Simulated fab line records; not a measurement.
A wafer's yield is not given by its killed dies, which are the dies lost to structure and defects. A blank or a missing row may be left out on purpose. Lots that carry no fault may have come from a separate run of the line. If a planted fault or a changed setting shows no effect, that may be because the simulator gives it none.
Struck lot and sound lot, side by side | flow nand-harc | 25 out of 1302 route steps
Sound: wafers L636.4, L636.5, L636.6. Wafers struck: L650.1, L650.2, L650.6. The cause comes at the end.
Per side, at each step with rows, come the tool, then ch with its chambers, and then its first start. Under that, the readings that differ: sound wafers | struck wafers | difference of the means | sigmas: that difference in standard deviations of wafers without a fault.
alike: a reading whose means differ by less than 2 such deviations, as well as words and numbers matching on both sides. not compared: withheld readings; readings where some wafer has no value; bounds like >300 that might hide an equal value; numbers whose values overlap and for which the record gives no deviation.
The two part at a step that has a row with sigmas, a row that says differs or no value, or rows on one side only. Numbers that have no deviation but don't overlap get no sigmas and don't part them. A reading missing from all wafers of one side parts the sides only when that side holds two or more wafers.

first, 12 steps without rows for these wafers: NHARC_P_STI_ETCH_26 (etches SiO2 in dHF, target depth 11 nm); NHARC_P_STI_PRECLEAN_27 (cleans in SC1); NHARC_P_STI_SRD_28; NHARC_P_STI_OXIDE_29 (material SiO2, target thk 10 nm, ox time 1362 s); NHARC_P_STI_HM_DEP_30 (deposits Si3N4, target thk 80 nm, time 873 s); NHARC_P_STI_DEHYDRATE_01 (time 120 s); NHARC_P_STI_HMDS_02 (time 30 s); NHARC_P_STI_COAT_41 (time 65 s); NHARC_P_STI_COAT_03 (resist thk 600 nm); NHARC_P_STI_SOFTBAKE_04 (time 70 s); NHARC_P_STI_EBR_05; NHARC_P_STI_EXPOSE_06 (exposes mask P STI, target cd 200 nm).
NHARC_P_STI_PEB_07: peb time 80 s.
  sound on litho-track-02 ch 0, day 4 20:02; struck on litho-track-07 ch 0, day 10 22:49
  reading                  | sound                | struck               | difference | sigmas
  exhaust-pa (Pa)          | 45.8 44.7 42.3       | 47.0 46.2 46.3       | +2.2       | +2
  heater-power-total-W (W) | 189.2 188.7 189.6    | 199.1 200.9 198.5    | +10.3      | +13
  plate-temp-C (C)         | 128.06 128.11 128.05 | 133.18 132.92 133.07 | +4.98      | +42
  alike: resist-line-temp-C
then, 1 step without rows for these wafers: NHARC_P_STI_DEVELOP_08 (time 50 s).
NHARC_P_STI_CD_MEAS_09: the cd target is 200 nm.
  sound on cd-sem-01 ch 0, day 4 20:08; struck on cd-sem-03 ch 0, day 10 22:53
  reading    | sound             | struck            | difference | sigmas
  cd-nm (nm) | 199.5 197.8 198.7 | 234.7 234.7 235.4 | +36.3      | +21
NHARC_P_STI_OVL_MEAS_10:
  sound on overlay-02 at day 4 20:13; struck on overlay-02 at day 10 22:59
  alike: overlay-x-nm, overlay-y-nm
NHARC_P_STI_INSPECT_11:
  sound on defect-inspect-01 at day 4 20:15; struck on defect-inspect-01 at day 10 23:01
  alike: raw-defect-count
then, 1 step without rows for these wafers: NHARC_P_STI_HARDBAKE_13 (time 65 s).
NHARC_P_STI_DESCUM_14: chemistry O2, time 3 s.
  sound on rie-diel-01 ch 0,3, day 4 20:23; struck on rie-diel-12 ch 0,3, day 10 23:09
  reading                         | sound             | struck            | difference | sigmas
  drypump-motor-current-A (A)     | 5.8 5.8 6.3       | 4.6 6.1 4.6       | -0.9       | -2
  showerhead-plenum-p-Torr (Torr) | 1.87 1.87 1.90    | 2.06 1.96 2.06    | +0.15      | +2
  model.P_STI.cd-nm (nm)          | 199.3 197.7 198.7 | 234.1 234.5 234.9 | +35.9      |
  alike: mfc-ar-sccm, o2-flow-sccm, oes-product-au, rf-vpp-V, throttle-valve-pct
  not compared: rf-hours-counter-h
NHARC_P_STI_ETCH_42: etches the open film in N2/H2, target depth 80 nm, overetch 24 nm, time 61 s.
  sound on rie-diel-01 ch 0,1, day 4 20:28; struck on rie-diel-12 ch 0,1, day 10 23:14
  alike: drypump-motor-current-A, mfc-ar-sccm, oes-product-au, rf-vpp-V, showerhead-plenum-p-Torr, throttle-valve-pct
  not compared: rf-hours-counter-h
NHARC_P_STI_ETCH_31: etches the open film in CF4/CHF3, target depth 108.9 nm, time 54.5 s.
  sound on rie-diel-01 ch 0,1,3; struck on rie-diel-12 ch 1,3
  reading                     | sound       | struck      | difference | sigmas
  drypump-motor-current-A (A) | 5.9 5.6 6.3 | 6.0 4.6 4.6 | -0.9       | -2
  alike: mfc-ar-sccm, oes-product-au, rf-vpp-V, showerhead-plenum-p-Torr, throttle-valve-pct
  not compared: rf-hours-counter-h
NHARC_P_STI_ETCH_15: etches the open film in HBr/Cl2, target depth 300 nm, time 100.1 s.
  sound on rie-si-05 ch 1,2, day 4 20:40; struck on rie-si-06 ch 0,1,2, day 10 23:26
  reading                | sound             | struck            | difference | sigmas
  model.P_STI.cd-nm (nm) | 200.5 199.5 198.8 | 233.9 234.7 235.2 | +35.0      |
  alike: drypump-motor-current-A, hbr-flow-sccm, oes-product-au, throttle-valve-pct
  not compared: rf-hours-counter-h
NHARC_P_STI_CD_MEAS_16:
  sound on cd-sem-02 at day 4 20:50; struck on cd-sem-02 at day 10 23:35
  reading    | sound             | struck            | difference | sigmas
  cd-nm (nm) | 200.9 199.2 199.0 | 233.6 234.5 234.9 | +34.6      | +19
NHARC_P_STI_OCD_MEAS_17:
  sound on ocd-01 at day 4 20:55; struck on ocd-01 at day 10 23:40
  reading                | sound             | struck            | difference | sigmas
  trench-foot-cd-nm (nm) | 158.1 156.6 157.2 | 192.7 191.8 193.1 | +35.2      | +19
  alike: trench-depth-nm
then, 1 step without rows for these wafers: NHARC_P_STI_STRIP_19 (strips in SPM, time 900 s).

## WHERE THEY PART
At NHARC_P_STI_PEB_07 first; at NHARC_P_STI_OCD_MEAS_17 last (within this record only).

WHY: what the simulator had put in
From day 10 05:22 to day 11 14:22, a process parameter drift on litho-track-07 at NHARC_P_STI_PEB_07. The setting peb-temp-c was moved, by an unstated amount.
